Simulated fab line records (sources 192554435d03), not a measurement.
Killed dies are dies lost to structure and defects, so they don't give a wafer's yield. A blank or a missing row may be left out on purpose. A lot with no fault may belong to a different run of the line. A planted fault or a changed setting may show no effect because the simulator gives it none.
Lot-split experiment    flow n5_finfet    21 wafers read across 7 lots, on a route 1938 steps long

THE SPLIT
At N5_ZERO_LAYER_COAT_05 (resist thk 1000 nm), the setting spin_rpm was moved away from the recipe's 1500 rpm on 6 of the 21 wafers read, by -9.8% to -6.3%. For the rest of the wafers, this setting stayed at what the recipe calls for.

FROM THE SPLIT TO THE READING: what the file shows between them, 3 steps
- N5_ZERO_LAYER_EBR_07
- N5_ZERO_LAYER_SOFTBAKE_06: time 90 s
- N5_ZERO_LAYER_DESCUM_16: chemistry O2, time 7.9 s

THE READING
coat_of_ZERO_LAYER_COAT_05.thk_nm (the simulator's own value, which no gauge read), in nm, at N5_ZERO_LAYER_ETCH_17 (etches SiO2 in CF4, target depth 12 nm, time 13.3 s). The file does not state a usual value for it. The 15 wafers here that ran the recipe average 971.1 nm, standard deviation 2.7 nm.

wafer   tool, chamber at the split  spin_rpm as run, rpm  against the recipe  coat_of_ZERO_LAYER_COAT_05.thk_nm, nm  against lot-mates on the recipe
L074.4  litho_track-01, 0           1500                  recipe              969.1                                  -
L074.5  litho_track-01, 0           1500                  recipe              970.4                                  -
L074.6  litho_track-01, 0           1500                  recipe              969.8                                  -
L075.2  litho_track-05, 0           1356                  -9.6%               1023                                   +52.9
L075.4  litho_track-05, 0           1500                  recipe              970.1                                  -
L075.6  litho_track-05, 0           1356                  -9.6%               1025                                   +54.9
L078.2  litho_track-01, 0           1405                  -6.3%               1007                                   +38.0
L078.3  litho_track-01, 0           1500                  recipe              968.5                                  -
L078.5  litho_track-01, 0           1500                  recipe              969.5                                  -
L080.4  litho_track-01, 0           1353                  -9.8%               1027                                   +52.7
L080.5  litho_track-01, 0           1353                  -9.8%               1026                                   +51.7
L080.6  litho_track-01, 0           1500                  recipe              974.3                                  -
L083.2  litho_track-05, 0           1500                  recipe              967.6                                  -
L083.3  litho_track-05, 0           1500                  recipe              969.9                                  -
L083.4  litho_track-05, 0           1500                  recipe              969                                    -
L085.2  litho_track-05, 0           1500                  recipe              974.1                                  -
L085.3  litho_track-05, 0           1500                  recipe              976.7                                  -
L085.4  litho_track-05, 0           1500                  recipe              974.7                                  -
L086.3  litho_track-02, 0           1500                  recipe              969                                    -
L086.5  litho_track-02, 0           1402                  -6.5%               1004                                   +32.8
L086.6  litho_track-02, 0           1500                  recipe              973.4                                  -

FIT RESULTS
A straight line over all 21 wafers: coat_of_ZERO_LAYER_COAT_05.thk_nm changes by -5.55 nm for each +1% of spin_rpm; r = -0.99; the points scatter about the line by 2.6 nm.
The same after taking each lot's own level away (the mean of its wafers on the recipe; 21 wafers): -5.47 nm for each +1%; r = -1.00; scatter 1.6 nm.
The reading moves by 54 nm for the largest change in spin_rpm, on that fit.
The lots' own levels span 968.83 to 975.17 nm, that is 2.4 times the standard deviation above.
Consequently the slope shifts little with the lot-to-lot level, the two slopes agreeing.
Check: with one of the wafers moved furthest among these (-9.8%) left out of the fit, the line predicts +53.9 nm for it against its lot-mates. It came out at +52.7 nm against them.

OTHER SPLITS APPLIED TO THESE WAFERS
Before the reading, these wafers also passed through other splits. Each is held against what the fit with the lots' levels taken away leaves over:
other split on the same wafers  wafers away from the commonest value  r with coat_of_ZERO_LAYER_COAT_05.thk_nm (lot level and that fit taken away)
N5_ZERO_LAYER_PECVD_02 time_s   2                                     +0.09

THE WHOLE CHAIN: every reading that the file lists as answering this split, in the file's order
step                    what it does                                         reading                                                                             change (the file's fit)               r (the file's)
N5_ZERO_LAYER_COAT_05   resist thk 1000 nm                                   coat_of_ZERO_LAYER_COAT_05.thk_nm (the simulator's own value, which no gauge read)  -5.41 nm for each +1% of the setting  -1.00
N5_ZERO_LAYER_ETCH_17   etches SiO2 in CF4, target depth 12 nm, time 13.3 s  coat_of_ZERO_LAYER_COAT_05.thk_nm (the simulator's own value, which no gauge read)  -5.45 nm for each +1% of the setting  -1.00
N5_ZERO_LAYER_STRIP_24  strips in O2                                         strip_time_to_endpoint_s                                                            withheld for each +1% of the setting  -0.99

THE FILE'S OWN FIT
coat_of_ZERO_LAYER_COAT_05.thk_nm changes by -5.45 nm for each +1% of spin_rpm, r = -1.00.
